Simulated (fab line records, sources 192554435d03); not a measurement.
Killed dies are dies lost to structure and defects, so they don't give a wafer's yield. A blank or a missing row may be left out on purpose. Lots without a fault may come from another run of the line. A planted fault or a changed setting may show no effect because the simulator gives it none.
fab line records | flow n5_finfet
record lots=7 wafers=21
route steps=1938 shown GATE_CUT@484 MOL_CONTACT_COAG@547 BEOL_M0_SAQP@635
start_h: hours from the record's first day to the start of the lot's first wafer shown | wait_h: hours since the lot's step before | " the same as in the row above | L1.1+2: a row that stands for several wafers | - no value, or no start given | * or withheld: withheld | < > ~ a bound
route shown NAME@n: a module of which the file shows steps, and the number in the route of the first | usual: mean/standard deviation of fault-free wafers | same: alike in all rows | chamber/n: place in a boat | sites: the reading at each site | _std_site: their standard deviation | _edge_site: outer sites' mean less inner sites' | radius_mm: how far each site lies from the wafer's centre | mask NAME#n: copy n | behind: the tool/chamber that last shaped the wafer | hold: why the lot was held/for how many hours/how that ended | device: the transistor (n, p or np) that didn't switch | end of line: the same wafers' tests at the end of the route | a step without rows: its recipe alone | killed: dies lost to structure and defects at the first sort, not the wafer's yield | map: a wafer's dies, x killed, . not, _ none there
set.NAME: the setting as run; set.NAME@STEP: as run at that earlier step | model.NAME: the simulator's own value behind a step, which no gauge read
lots whose settings were changed on purpose; a table a step, a row a wafer
## steps
# step N5_GATE_CUT_EXPOSE_10
# recipe mask_id=GATE_CUT na=0.33 source_shape=annular sigma_inner=0.35 sigma_outer=0.8 polarization=unpolarized target_cd_nm=20 dose_mj=43.25
# columns lot.wafer tool chamber start_h wait_h mask set.dose_mj
L074.3+6 euv_scanner-02 0 83.53 - GATE_CUT#0 40.3
L074.4 " 0 " " GATE_CUT#0 43.25
L077.1+5 euv_scanner-01 0 102.69 - GATE_CUT#0 43.25
L077.4 " 0 " " GATE_CUT#0 44.9
L080.1+4+5 euv_scanner-01 0 118.53 - GATE_CUT#0 43.25
L081.1 euv_scanner-02 0 124.50 - GATE_CUT#0 43.25
L081.2+3 " 0 " " GATE_CUT#0 41.48
L085.1+6 euv_scanner-01 0 153.60 - GATE_CUT#0 43.25
L085.4 " 0 " " GATE_CUT#0 41.79
L093.2+4+5 euv_scanner-01 0 196.09 - GATE_CUT#0 43.25
L097.1+2 euv_scanner-01 0 222.12 - GATE_CUT#0 43.25
L097.6 " 0 " " GATE_CUT#0 44.49
# step N5_GATE_CUT_PEB_11
# recipe peb_temp_c=100 peb_time_s=60 resist=CAR-EUV
# step N5_GATE_CUT_DEVELOP_12
# recipe develop_time_s=30 developer=TMAH resist=CAR-EUV rinse_liquid=surfactant_rinse dry=air_spin dev_temp_c=23
# step N5_GATE_CUT_CD_MEAS_13
# recipe target_cd_nm=20 landing_energy_ev=500 detector=se_inlens
# usual cd_nm=20.00/0.25
# columns lot.wafer tool chamber start_h wait_h set.dose_mj@GATE_CUT_EXPOSE_10 cd_nm
L074.3 cd_sem-03 0 83.65 - 40.3 18.26
L074.4 " 0 " " 43.25 20.05
L074.6 " 0 " " 40.3 18.23
L077.1 cd_sem-02 0 102.82 - 43.25 20.31
L077.4 " 0 " " 44.9 20.26
L077.5 " 0 " " 43.25 19.36
L080.1 cd_sem-03 0 118.66 - 43.25 19.68
L080.4 " 0 " " 43.25 19.46
L080.5 " 0 " " 43.25 20.09
L081.1 cd_sem-01 0 124.63 - 43.25 19.96
L081.2 " 0 " " 41.48 19.16
L081.3 " 0 " " 41.48 19.02
L085.1 cd_sem-02 0 153.73 - 43.25 20.01
L085.4 " 0 " " 41.79 19.59
L085.6 " 0 " " 43.25 20.25
L093.2 cd_sem-01 0 196.22 - 43.25 20.19
L093.4 " 0 " " 43.25 20.24
L093.5 " 0 " " 43.25 19.83
L097.1 cd_sem-02 0 222.25 - 43.25 20.29
L097.2 " 0 " " 43.25 19.86
L097.6 " 0 " " 44.49 20.63
# step N5_GATE_CUT_DESCUM_18
# recipe chemistry=O2 time_s=7 source_power_w=50 bias_power_w=20 pressure_mtorr=20 rf_frequency_hz=2.712e+07 temp_c=40 resist=CAR-EUV o2_flow_sccm=225
# columns lot.wafer tool chamber start_h wait_h set.time_s set.dose_mj@GATE_CUT_EXPOSE_10 model.GATE_CUT.cd_nm model.CAR-EUV_of_GATE_CUT_COAT_07.thk_nm
L074.3 rie_diel-05 1 83.80 0.1 7 40.3 18.2 26.2
L074.4 " 0 " " 7 43.25 20 26
L074.6 " 3 " " 6.229 40.3 18 26.4
L077.1 rie_diel-03 0 102.97 0.1 7 43.25 20 26
L077.4 " 3 " " 7 44.9 20.4 26.2
L077.5 " 0 " " 7 43.25 19.8 26
L080.1+4 rie_diel-05 2,3 118.79 0.0 5.925 43.25 19.6 26.6
L080.5 " 1 " " 7 43.25 20 26.2
L081.1 rie_diel-03 1 124.76 0.0 7 43.25 20 26
L081.2 " 3 " " 5.998 41.48 19 26.4
L081.3 " 2 " " 7 41.48 19 25.8
L085.1 rie_diel-01 0 153.85 0.0 6.012 43.25 20 26.6
L085.4 " 3 " " 7 41.79 19.4 26
L085.6 " 3 " " 7 43.25 20.2 26
L093.2+4+5 rie_diel-03 1,2,3 196.48 0.2 7 43.25 20 26
L097.1+2 rie_diel-01 1,2 222.71 0.4 7 43.25 20.2 26
L097.6 " 2 " " 6.222 44.49 20.6 26.4
# step N5_GATE_CUT_ETCH_28
# recipe chemistry=N2/H2 target=underlayer target_depth_a=130 mask_material=CAR-EUV time_s=10.4 ion_energy_ev=200 pressure_mtorr=30 source_w=840 bias_w=150 n2_flow_sccm=200 h2_flow_sccm=200 ends=cleared
# columns lot.wafer tool chamber start_h wait_h set.dose_mj@GATE_CUT_EXPOSE_10 set.time_s@GATE_CUT_DESCUM_18 model.GATE_CUT.cd_nm model.CAR-EUV_of_GATE_CUT_COAT_07.thk_nm
L074.3 rie_diel-05 1 83.83 0.0 40.3 7 18.2 14.8
L074.4 " 0 " " 43.25 7 20 14.6
L074.6 " 3 " " 40.3 6.229 18.2 15
L077.1 rie_diel-03 0 103.01 0.0 43.25 7 20 14.6
L077.4 " 3 " " 44.9 7 20.4 14.6
L077.5 " 0 " " 43.25 7 19.8 14.6
L080.1+4 rie_diel-05 2,3 118.82 0.0 43.25 5.925 19.6 15.2
L080.5 " 1 " " 43.25 7 20 14.6
L081.1 rie_diel-03 1 124.79 0.0 43.25 7 20 14.6
L081.2 " 3 " " 41.48 5.998 19 14.8
L081.3 " 2 " " 41.48 7 19 14.4
L085.1 rie_diel-01 0 153.89 0.0 43.25 6.012 19.8 15
L085.4 " 3 " " 41.79 7 19.4 14.6
L085.6 " 3 " " 43.25 7 20.2 14.6
L093.2+4+5 rie_diel-03 1,2,3 196.52 0.0 43.25 7 20 14.6
L097.1+2 rie_diel-01 1,2 222.74 0.0 43.25 7 20.2 14.6
L097.6 " 2 " " 44.49 6.222 20.6 15
# step N5_GATE_CUT_ETCH_36
# recipe chemistry=CF4 target=SiARC target_depth_a=130 mask_material=CAR-EUV time_s=21.7 ion_energy_ev=80 pressure_mtorr=40 source_w=545 bias_w=36 Ar_flow_sccm=100 cf4_flow_sccm=100 ends=cleared
# columns lot.wafer tool chamber start_h wait_h set.time_s@GATE_CUT_DESCUM_18 model.CAR-EUV_of_GATE_CUT_COAT_07.thk_nm
L074.3 rie_diel-05 1 83.85 0.0 7 7.2
L074.4 " 0 " " 7 7
L074.6 " 3 " " 6.229 7.4
L077.1+4+5 rie_diel-03 0,3,0 103.03 0.0 7 7
L080.1+4 rie_diel-05 2,3 118.84 0.0 5.925 7.4
L080.5 " 1 " " 7 6.8
L081.1 rie_diel-03 1 124.81 0.0 7 6.8
L081.2 " 3 " " 5.998 7.2
L081.3 " 2 " " 7 6.6
L085.1 rie_diel-01 0 153.91 0.0 6.012 7.4
L085.4+6 " 3 " " 7 6.8
L093.2 rie_diel-03 1 196.54 0.0 7 7
L093.4+5 " 2,3 " " 7 6.8
L097.1+2 rie_diel-01 1,2 222.76 0.0 7 7
L097.6 " 2 " " 6.222 7.2
# step N5_GATE_CUT_ETCH_37
# recipe chemistry=N2/H2 target=SOC target_depth_a=600 overetch_a=120 mask_material=SiARC temp_c=40 time_s=90 ion_energy_ev=200 pressure_mtorr=30 source_w=840 bias_w=150 n2_flow_sccm=200 h2_flow_sccm=200
# columns lot.wafer tool chamber start_h wait_h set.dose_mj@GATE_CUT_EXPOSE_10 model.GATE_CUT.cd_nm
L074.3+6 rie_diel-05 1,3 83.88 0.0 40.3 18
L074.4 " 0 " " 43.25 20
L077.1+5 rie_diel-03 0 103.05 0.0 43.25 19.8
L077.4 " 3 " " 44.9 20.4
L080.1 rie_diel-05 2 118.87 0.0 43.25 19.4
L080.4 " 3 " " 43.25 19.6
L080.5 " 1 " " 43.25 19.8
L081.1 rie_diel-03 1 124.84 0.0 43.25 20
L081.2 " 3 " " 41.48 19
L081.3 " 2 " " 41.48 18.8
L085.1 rie_diel-01 0 153.93 0.0 43.25 20
L085.4 " 3 " " 41.79 19.4
L085.6 " 3 " " 43.25 20.4
L093.2+4 rie_diel-03 1,2 196.56 0.0 43.25 20
L093.5 " 3 " " 43.25 19.8
L097.1 rie_diel-01 1 222.79 0.0 43.25 20.4
L097.2 " 2 " " 43.25 20.2
L097.6 " 2 " " 44.49 20.8
# step N5_GATE_CUT_STRIP_38
# recipe chemistry=N2/H2 temp_c=40 n2_flow_sccm=200 h2_flow_sccm=200 rf_frequency_hz=6e+07
# step N5_GATE_CUT_STRIP_39
# recipe chemistry=N2/H2 temp_c=40 n2_flow_sccm=200 h2_flow_sccm=200 rf_frequency_hz=6e+07
# step N5_GATE_CUT_STRIP_41
# recipe chemistry=CF4 resist=SiARC power_w=300 bias_power_w=75 pressure_mtorr=50 cf4_flow_sccm=150 rf_frequency_hz=6e+07
# step N5_GATE_CUT_STRIP_42
# recipe chemistry=O2 power_w=400 temp_c=40 pressure_mtorr=30 rf_frequency_hz=6e+07 bias_power_w=0 overash_fraction=0.3 o2_flow_sccm=225
# step N5_GATE_CUT_ETCH_19
# recipe chemistry=CH3F/O2 target=SiNx mask_material=SiO2 target_depth_a=537 time_s=76.7 pressure_mtorr=30 source_w=395 bias_w=73 Ar_flow_sccm=150 CH3F_flow_sccm=30 O2_flow_sccm=20 ion_energy_ev=120 ends=cleared
# columns lot.wafer tool chamber start_h wait_h set.dose_mj@GATE_CUT_EXPOSE_10 model.GATE_CUT.cd_nm
L074.3+6 rie_diel-05 1,3 84.08 0.0 40.3 18
L074.4 " 0 " " 43.25 20
L077.1+5 rie_diel-03 0 103.26 0.0 43.25 20
L077.4 " 3 " " 44.9 20.4
L080.1 rie_diel-05 2 119.07 0.0 43.25 19.4
L080.4 " 3 " " 43.25 19.6
L080.5 " 1 " " 43.25 20
L081.1 rie_diel-03 1 125.04 0.0 43.25 20
L081.2+3 " 3,2 " " 41.48 18.8
L085.1 rie_diel-01 0 154.14 0.0 43.25 20
L085.4 " 3 " " 41.79 19.6
L085.6 " 3 " " 43.25 20.4
L093.2+4+5 rie_diel-03 1,2,3 196.77 0.0 43.25 20
L097.1 rie_diel-01 1 222.99 0.0 43.25 20.6
L097.2 " 2 " " 43.25 20.4
L097.6 " 2 " " 44.49 21
# step N5_MOL_CONTACT_COAG_SPUTTER_143
# recipe material=Co target_thk_a=25 temp_c=25 chamber_pressure_pa=0.2
# columns lot.wafer tool chamber start_h wait_h set.target_thk_a model.Co_of_MOL_CONTACT_COAG_SPUTTER_143.thk_nm
L074.3 pvd_sputter-02 - 89.84 0.0 25 2.4
L074.4+6 " - " " 26.96 2.6
L077.1+4 pvd_sputter-01 - 109.44 0.0 25 2.6
L077.5 " - " " 22.46 2.2
L080.1 pvd_sputter-03 - 124.67 0.0 25 2.4
L080.4 " - " " 25 2.6
L080.5 " - " " 21.82 2.2
L081.1 pvd_sputter-03 - 131.53 0.0 27.85 2.8
L081.2 " - " " 25 2.4
L081.3 " - " " 25 2.6
L085.1+4+6 pvd_sputter-01 - 161.23 0.0 25 2.4
L093.2+4+5 pvd_sputter-03 - 205.55 0.0 25 2.4
L097.1+2+6 pvd_sputter-03 - 230.17 0.0 28.02 2.8
# step N5_MOL_CONTACT_COAG_CVD_140
# recipe material=W target_thk_a=665 mode=selective_fill temp_c=300 time_s=215
# columns lot.wafer tool chamber start_h wait_h set.target_thk_a model.W_of_MOL_CONTACT_COAG_CVD_140.thk_nm
L074.3 cvd_w-02 0 101.03 0.1 665 66.2
L074.4 " 1 " " 665 66.6
L074.6 " 0 " " 576.7 57
L077.1 cvd_w-01 0 118.40 0.1 665 66.4
L077.4 " 0 " " 665 67
L077.5 " 0 " " 665 66.6
L080.1 cvd_w-02 0 135.85 0.1 598.4 59
L080.4 " 1 " " 665 66.6
L080.5 " 0 " " 598.4 59.4
L081.1 cvd_w-02 0 141.07 0.1 694.2 70.4
L081.2 " 1 " " 694.2 70.2
L081.3 " 1 " " 665 67.2
L085.1 cvd_w-01 0 170.54 0.1 665 67.6
L085.4 " 1 " " 633.3 64
L085.6 " 0 " " 665 68.4
L093.2 cvd_w-02 0 217.64 0.1 665 65.6
L093.4 " 1 " " 665 65.8
L093.5 " 0 " " 665 66.4
L097.1 cvd_w-01 1 240.42 0.1 583.5 58.4
L097.2 " 0 " " 665 66.4
L097.6 " 1 " " 583.5 58
# step N5_BEOL_M0_SAQP_PECVD_03
# recipe material=SiCN target_thk_a=120 temp_c=withheld precursor=3MS/NH3 pressure_torr=3 rf_w=202 time_s=21.1
# columns lot.wafer tool chamber start_h wait_h set.time_s model.SiCN_of_BEOL_M0_SAQP_PECVD_03.thk_nm
L074.3 pecvd-04 0 106.21 0.1 21.1 12.2
L074.4+6 " 2,1 " " 19.31 11.4
L077.1 pecvd-03 1 124.03 0.1 18.73 10.8
L077.4+5 " 1,0 " " 21.1 12.4
L080.1 pecvd-01 2 143.81 0.1 21.1 11.8
L080.4 " 2 " " 23.38 13.4
L080.5 " 0 " " 21.1 12
L081.1 pecvd-04 2 147.47 0.1 21.1 11.8
L081.2 " 1 " " 21.1 12
L081.3 " 0 " " 17.94 10.4
L085.1 pecvd-01 1 175.07 0.1 23.94 13.4
L085.4 " 2 " " 23.94 13.8
L085.6 " 0 " " 21.1 12.2
L093.2+4+5 pecvd-04 0,0,2 223.91 0.1 21.1 12.2
L097.1 pecvd-04 0 247.05 0.1 23.1 13.2
L097.2 " 2 " " 21.1 12.2
L097.6 " 0 " " 23.1 13.4
# step N5_BEOL_M0_SAQP_PECVD_04
# recipe material=a-Si target_thk_a=600 temp_c=350 precursor=SiH4/He pressure_torr=3 rf_w=100 time_s=60.2
# columns lot.wafer tool chamber start_h wait_h set.time_s model.a-Si_of_BEOL_M0_SAQP_PECVD_04.thk_nm
L074.3 pecvd-04 0 106.33 0.0 67.31 66.6
L074.4 " 2 " " 60.2 60.2
L074.6 " 1 " " 67.31 67.2
L077.1 pecvd-03 1 124.14 0.0 60.2 57.8
L077.4 " 1 " " 60.2 59.2
L077.5 " 0 " " 67.17 66.2
L080.1 pecvd-01 2 143.92 0.0 60.2 60.4
L080.4 " 2 " " 67.39 68.8
L080.5 " 0 " " 60.2 60.8
L081.1+2+3 pecvd-04 2,1,0 147.59 0.0 60.2 60
L085.1 pecvd-01 1 175.18 0.0 51.85 50.2
L085.4 " 2 " " 60.2 59.6
L085.6 " 0 " " 60.2 60
L093.2 pecvd-04 0 224.02 0.0 60.2 59.4
L093.4 " 0 " " 60.2 59.8
L093.5 " 2 " " 60.2 60.6
L097.1 pecvd-04 0 247.16 0.0 66.89 66
L097.2 " 2 " " 60.2 58.4
L097.6 " 0 " " 66.89 66.6
# step N5_BEOL_M0_SAQP_THK_MEAS_05
# usual thk_nm=59.8/0.84
# columns lot.wafer tool chamber start_h wait_h set.time_s@BEOL_M0_SAQP_PECVD_04 thk_nm
L074.3 film_metro-01 - 106.43 0.1 67.31 66.5
L074.4 " - " " 60.2 60.1
L074.6 " - " " 67.31 67.3
L077.1 film_metro-01 - 124.24 0.1 60.2 57.7
L077.4 " - " " 60.2 59.1
L077.5 " - " " 67.17 66.3
L080.1 film_metro-02 - 144.02 0.1 60.2 60.4
L080.4 " - " " 67.39 68.7
L080.5 " - " " 60.2 60.9
L081.1 film_metro-02 - 147.70 0.1 60.2 59.9
L081.2 " - " " 60.2 60.0
L081.3 " - " " 60.2 59.9
L085.1 film_metro-02 - 175.28 0.1 51.85 50.3
L085.4 " - " " 60.2 59.6
L085.6 " - " " 60.2 59.9
L093.2 film_metro-02 - 224.12 0.1 60.2 59.4
L093.4 " - " " 60.2 59.8
L093.5 " - " " 60.2 60.5
L097.1 film_metro-01 - 247.26 0.1 66.89 66.0
L097.2 " - " " 60.2 58.5
L097.6 " - " " 66.89 66.5
# step N5_BEOL_M0_SAQP_HM_DEP_111
# recipe material=SiO2 target_thk_a=120 temp_c=400 precursor=SiH4/N2O pressure_torr=0.75 rf_w=275 time_s=7.2
# step N5_BEOL_M0_SAQP_COAT_81
# recipe resist=SOC temp_c=250 time_s=60 spin_rpm=1500 resist_thk_nm=100
# step N5_BEOL_M0_SAQP_ETCH_84
# recipe chemistry=N2/H2 target=SOC target_depth_a=1000 overetch_a=200 mask_material=SiARC temp_c=40 time_s=150 ion_energy_ev=200 pressure_mtorr=30 source_w=840 bias_w=150 n2_flow_sccm=200 h2_flow_sccm=200
# step N5_BEOL_M0_SAQP_STRIP_80
# recipe chemistry=N2/H2 temp_c=40 n2_flow_sccm=200 h2_flow_sccm=200 rf_frequency_hz=6e+07
# step N5_BEOL_M0_SAQP_HM_OPEN_112
# recipe chemistry=CHF3/O2 target=SiO2 stop_on=a-Si target_depth_a=120 over_etch_frac=1.25 mask_material=SOC time_s=13.5 pressure_mtorr=30 source_w=650 bias_w=170 Ar_flow_sccm=200 CHF3_flow_sccm=50 O2_flow_sccm=5 ion_energy_ev=200 ends=end_point
# columns lot.wafer tool chamber start_h wait_h set.time_s@BEOL_M0_SAQP_PECVD_04 model.a-Si_of_BEOL_M0_SAQP_PECVD_04.thk_nm
L074.3 rie_diel-03 3 107.19 0.0 67.31 66.6
L074.4 " 3 " " 60.2 60.2
L074.6 " 2 " " 67.31 67.2
L077.1 rie_diel-05 1 125.01 0.0 60.2 57.8
L077.4 " 3 " " 60.2 59
L077.5 " 0 " " 67.17 66.2
L080.1 rie_diel-01 1 144.66 0.0 60.2 60.4
L080.4 " 2 " " 67.39 68.8
L080.5 " 2 " " 60.2 60.8
L081.1 rie_diel-01 3 148.46 0.0 60.2 59.8
L081.2+3 " 0,2 " " 60.2 60
L085.1 rie_diel-01 3 176.11 0.0 51.85 50.2
L085.4 " 1 " " 60.2 59.6
L085.6 " 3 " " 60.2 59.8
L093.2 rie_diel-03 0 224.91 0.0 60.2 59.4
L093.4 " 2 " " 60.2 59.8
L093.5 " 1 " " 60.2 60.6
L097.1 rie_diel-01 0 248.05 0.0 66.89 66
L097.2 " 1 " " 60.2 58.4
L097.6 " 0 " " 66.89 66.4
# step N5_BEOL_M0_SAQP_STRIP_113
# recipe chemistry=CHF3/O2 resist=SiARC rf_frequency_hz=6e+07
# step N5_BEOL_M0_SAQP_MANDREL_ETCH_20
# recipe target_depth_a=600 chemistry=HBr/Cl2 target=a-Si stop_on=SiNx bt_time_s=10 mask_material=SOC over_etch_frac=0.5 time_s=30 pressure_mtorr=10 icp_w=800 bias_w=75 HBr_flow_sccm=150 Cl2_flow_sccm=80 ends=end_point
# usual oes_product_au=0.778/0.01
# columns lot.wafer tool chamber start_h wait_h set.time_s@BEOL_M0_SAQP_PECVD_04 oes_product_au model.etch.depth_nm
L074.3 rie_si-05 0 107.27 0.0 67.31 0.842 66.54
L074.4 " 1 " " 60.2 0.773 60.12
L074.6 " 1 " " 67.31 0.819 67.24
L077.1 rie_si-05 1 125.09 0.0 60.2 0.747 57.75
L077.4 " 0 " " 60.2 0.781 59.08
L077.5 " 3 " " 67.17 0.829 66.22
L080.1 rie_si-01 1 144.74 0.0 60.2 0.783 60.46
L080.4 " 0 " " 67.39 0.848 68.71
L080.5 " 2 " " 60.2 0.795 60.83
L081.1 rie_si-05 1 148.54 0.0 60.2 0.768 59.88
L081.2 " 0 " " 60.2 0.787 59.99
L081.3 " 3 " " 60.2 0.779 59.9
L085.1 rie_si-05 2 176.19 0.0 51.85 0.702 50.25
L085.4 " 1 " " 60.2 0.770 59.52
L085.6 " 2 " " 60.2 0.777 59.89
L093.2 rie_si-06 0 224.99 0.0 60.2 0.773 59.41
L093.4 " 1 " " 60.2 0.778 59.84
L093.5 " 0 " " 60.2 0.775 60.56
L097.1 rie_si-06 3 248.13 0.0 66.89 0.827 65.96
L097.2 " 1 " " 60.2 0.769 58.39
L097.6 " 1 " " 66.89 0.831 66.48
# step N5_BEOL_M0_SAQP_STRIP_86
# recipe chemistry=N2/H2 power_w=500 temp_c=40 pressure_mtorr=50 rf_frequency_hz=6e+07 overash_fraction=0.3 bias_power_w=28 h2_frac=0.5 n2_flow_sccm=300 h2_flow_sccm=300
# step N5_BEOL_M0_SAQP_STRIP_115
# recipe chemistry=post_etch_residue_remover time_s=60 temp_c=25 remover_ph=withheld remover_water_wt_pct=withheld remover_fluoride_wt_pct=withheld
# step N5_BEOL_M0_SAQP_ETCH_101
# recipe chemistry=CH3F/O2 target=SiNx mask_material=SiO2 target_depth_a=299 time_s=42.7 pressure_mtorr=30 source_w=395 bias_w=73 Ar_flow_sccm=150 CH3F_flow_sccm=30 O2_flow_sccm=20 ion_energy_ev=120
# step N5_BEOL_M0_SAQP_ETCH_102
# recipe chemistry=CF4 target=SiO2 target_depth_a=40 ion_energy_ev=350 time_s=4.4 pressure_mtorr=10 icp_w=800 bias_w=400 cf4_flow_sccm=80
# step N5_BEOL_M0_SAQP_MANDREL_ETCH_103
# recipe chemistry=HBr/Cl2 target=a-Si target_depth_a=450 bt_time_s=10 stop_on=SiCN mask_material=SiO2 over_etch_frac=0.8 time_s=27 pressure_mtorr=10 icp_w=800 bias_w=75 HBr_flow_sccm=150 Cl2_flow_sccm=80 ends=end_point
# columns lot.wafer tool chamber start_h wait_h set.time_s@BEOL_M0_SAQP_PECVD_03 model.SiCN_of_BEOL_M0_SAQP_PECVD_03.thk_nm
L074.3 rie_si-01 3 108.74 0.0 21.1 9.2
L074.4+6 " 0 " " 19.31 8.4
L077.1 rie_si-05 0 126.63 0.0 18.73 7.6
L077.4+5 " 1,0 " " 21.1 9.2
L080.1 rie_si-01 0 146.46 0.0 21.1 8.6
L080.4 " 1 " " 23.38 10.2
L080.5 " 1 " " 21.1 8.8
L081.1+2 rie_si-05 1,2 150.06 0.0 21.1 8.8
L081.3 " 0 " " 17.94 7.2
L085.1 rie_si-05 2 177.70 0.0 23.94 10.4
L085.4 " 2 " " 23.94 10.8
L085.6 " 1 " " 21.1 9
L093.2+4+5 rie_si-05 3,1,1 226.46 0.0 21.1 9
L097.1 rie_si-06 3 249.69 0.0 23.1 10.2
L097.2 " 1 " " 21.1 9
L097.6 " 0 " " 23.1 10.4
## key
split step=N5_GATE_CUT_EXPOSE_10 setting=dose_mj stated=43.25 by=wafer
response step=N5_GATE_CUT_CD_MEAS_13 reading=cd_nm change=+0.215 per=1% r=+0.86
response step=N5_GATE_CUT_DESCUM_18 reading=model.GATE_CUT.cd_nm change=+0.231 per=1% r=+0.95
response step=N5_GATE_CUT_ETCH_28 reading=model.GATE_CUT.cd_nm change=+0.22 per=1% r=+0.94
response step=N5_GATE_CUT_ETCH_37 reading=model.GATE_CUT.cd_nm change=+0.252 per=1% r=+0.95
response step=N5_GATE_CUT_ETCH_19 reading=model.GATE_CUT.cd_nm change=+0.242 per=1% r=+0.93
split step=N5_GATE_CUT_DESCUM_18 setting=time_s stated=7 by=wafer
response step=N5_GATE_CUT_DESCUM_18 reading=model.CAR-EUV_of_GATE_CUT_COAT_07.thk_nm change=-0.0334 per=1% r=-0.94
response step=N5_GATE_CUT_ETCH_28 reading=model.CAR-EUV_of_GATE_CUT_COAT_07.thk_nm change=-0.0304 per=1% r=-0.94
response step=N5_GATE_CUT_ETCH_36 reading=model.CAR-EUV_of_GATE_CUT_COAT_07.thk_nm change=-0.0343 per=1% r=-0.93
split step=N5_MOL_CONTACT_COAG_SPUTTER_143 setting=target_thk_a stated=25 by=wafer
response step=N5_MOL_CONTACT_COAG_SPUTTER_143 reading=model.Co_of_MOL_CONTACT_COAG_SPUTTER_143.thk_nm change=+0.0282 per=1% r=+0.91
split step=N5_MOL_CONTACT_COAG_CVD_140 setting=target_thk_a stated=665 by=wafer
response step=N5_MOL_CONTACT_COAG_CVD_140 reading=model.W_of_MOL_CONTACT_COAG_CVD_140.thk_nm change=+0.708 per=1% r=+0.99
split step=N5_BEOL_M0_SAQP_PECVD_03 setting=time_s stated=21.1 by=wafer
response step=N5_BEOL_M0_SAQP_PECVD_03 reading=model.SiCN_of_BEOL_M0_SAQP_PECVD_03.thk_nm change=+0.114 per=1% r=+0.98
response step=N5_BEOL_M0_SAQP_MANDREL_ETCH_103 reading=model.SiCN_of_BEOL_M0_SAQP_PECVD_03.thk_nm change=+0.122 per=1% r=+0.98
split step=N5_BEOL_M0_SAQP_PECVD_04 setting=time_s stated=60.2 by=wafer
response step=N5_BEOL_M0_SAQP_PECVD_04 reading=model.a-Si_of_BEOL_M0_SAQP_PECVD_04.thk_nm change=+0.665 per=1% r=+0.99
response step=N5_BEOL_M0_SAQP_THK_MEAS_05 reading=thk_nm change=* per=1% r=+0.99
response step=N5_BEOL_M0_SAQP_HM_OPEN_112 reading=model.a-Si_of_BEOL_M0_SAQP_PECVD_04.thk_nm change=+0.664 per=1% r=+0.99
response step=N5_BEOL_M0_SAQP_MANDREL_ETCH_20 reading=oes_product_au change=+0.00517 per=1% r=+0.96
response step=N5_BEOL_M0_SAQP_MANDREL_ETCH_20 reading=model.etch.depth_nm change=+0.662 per=1% r=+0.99
